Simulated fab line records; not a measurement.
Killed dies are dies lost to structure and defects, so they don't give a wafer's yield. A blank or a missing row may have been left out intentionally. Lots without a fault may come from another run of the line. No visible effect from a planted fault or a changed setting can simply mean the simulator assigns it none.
What tool caused it?    flow nand harc    Sampling: 11 lots, 33 wafers, 3 of 1302 route steps

## WHAT THE GAUGES READ, wafer by wafer
NHARC_P_ZERO_WELL_CD_MEAS_11 targets a cd of 500 nm.
lot   measured      on         cd nm (nm)
L793  day 1 21:19   cd sem-02  501.6 502.3 502.3
L794  day 2 07:13   cd sem-02  499.3 499.7 497.8
L795  day 2 17:07   cd sem-02  499.7 494.1 499.6
L796  day 3 03:07   cd sem-01  502.2 499.4 500.8
L797  day 3 13:15   cd sem-01  500.4 497.9 502.1
L798  day 3 23:15   cd sem-01  501.3 498.7 499.8
L799  day 4 09:14   cd sem-02  498.9 500.1 498.9
L802  day 5 15:07   cd sem-01  501.6 499.6 502.1
L809  day 8 13:14   cd sem-01  521.4 523.0 524.6
L811  day 9 09:14   cd sem-01  519.9 521.5 519.3
L815  day 11 01:07  cd sem-03  501.2 499.6 500.9

NHARC_P_STI_CD_MEAS_09 targets a cd of 200 nm.
lot   measured      on         cd nm (nm)
L793  day 2 20:29   cd sem-02  199.4 196.2 199.9
L794  day 3 08:23   cd sem-03  200.7 199.4 197.6
L795  day 3 19:26   cd sem-01  199.6 201.3 197.3
L796  day 4 03:23   cd sem-02  199.2 195.6 202.4
L797  day 4 11:29   cd sem-02  201.9 199.4 203.2
L798  day 4 21:41   cd sem-02  203.3 204.2 203.0
L799  day 5 06:06   cd sem-03  199.4 202.6 201.4
L802  day 6 14:26   cd sem-02  197.6 196.2 197.8
L809  day 9 13:03   cd sem-03  199.5 192.9 199.0
L811  day 10 11:09  cd sem-02  199.5 201.6 199.5
L815  day 11 22:01  cd sem-02  203.8 200.0 199.8

## TOOL THAT RAN EACH LOT (tool first, then ch and the chambers of the sampled wafers, then the start)
lot   NHARC_P_ZERO_WELL_PEB_09
L793  litho track-07 ch 0, day 1 21:13
L794  litho track-05 ch 0, day 2 07:07
L795  litho track-05 ch 0, day 2 17:02
L796  litho track-05 ch 0, day 3 03:02
L797  litho track-07 ch 0, day 3 13:10
L798  litho track-05 ch 0, day 3 23:10
L799  litho track-03 ch 0, day 4 09:09
L802  litho track-05 ch 0, day 5 15:02
L809  litho track-05 ch 0, day 8 13:09
L811  litho track-05 ch 0, day 9 09:09
L815  litho track-03 ch 0, day 11 01:02
- NHARC_P_ZERO_WELL_PEB_09: peb time 80 s.

## WHAT THE TOOLS THEMSELVES READ (means of the sampled wafers that have a number; where no wafer has one, the mark that the record gives instead)
NHARC_P_ZERO_WELL_PEB_09.
lot   tool            heater power total W (W)  plate temp C (C)
L793  litho track-07  190.1                     127.98
L794  litho track-05  189.3                     127.84
L795  litho track-05  190.4                     128.03
L796  litho track-05  189.5                     128.03
L797  litho track-07  189.9                     128.00
L798  litho track-05  189.8                     127.96
L799  litho track-03  189.6                     127.96
L802  litho track-05  189.2                     127.94
L809  litho track-05  198.5                     132.37
L811  litho track-05  198.9                     132.64
L815  litho track-03  190.1                     128.15

## THE ANSWER, worked out from the rows above alone
Rule: the usual values come from the lots themselves. Put in order of their means at a reading, lots are off if they are a third of the lots or fewer, leave a main group of 4 or more, and stand apart from it by a gap of 3 or more times the standard deviation of the main group's means; of several such gaps the widest counts. The tables above print the reading to a certain number of digits; a main group whose means all agree to those digits is not used. Also off: a lot with no number at a reading for which 4 or more lots have one. The other lots that the step has rows for count as sound. After the gauges, taken in route order, come the tools' own readings; for these a lot's mean is taken, as printed above. At the first step where some lot is off, the reading lying furthest off is the one used; lots without a number count as furthest.
Off at NHARC_P_ZERO_WELL_CD_MEAS_11 (cd nm): L809, L811. For the main group the mean is 500.1 nm and the standard deviation 1.2.
A tool fits if, at a process step before that reading, it ran every lot that is off, and no sound lot after the first of them. Not tried: the gauges at NHARC_P_ZERO_WELL_CD_MEAS_11; whatever is off there is also off at NHARC_P_ZERO_WELL_PEB_09, on other tools, and gauge error can't account for it. One fits: litho track-05 at NHARC_P_ZERO_WELL_PEB_09. Its last sound lot is L802 (day 5 15:02), its first lot that is off L809 (day 8 13:09): a fault that began between those two fits.
The tool's own readings at NHARC_P_ZERO_WELL_PEB_09 bear it out: on the lots that are off they differ by more than 5 times the standard deviation of the sound lots' means. heater power total W reads 198.7 W there against 189.8 W on the sound lots; plate temp C reads 132.50 C there against 127.99 C on the sound lots.

## WHAT THE SIMULATOR HAD INSERTED
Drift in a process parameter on litho track-05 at NHARC_P_ZERO_WELL_PEB_09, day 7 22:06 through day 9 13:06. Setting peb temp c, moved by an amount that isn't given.
Lots struck among those shown: L809, L811. This agrees with what the rule above found.
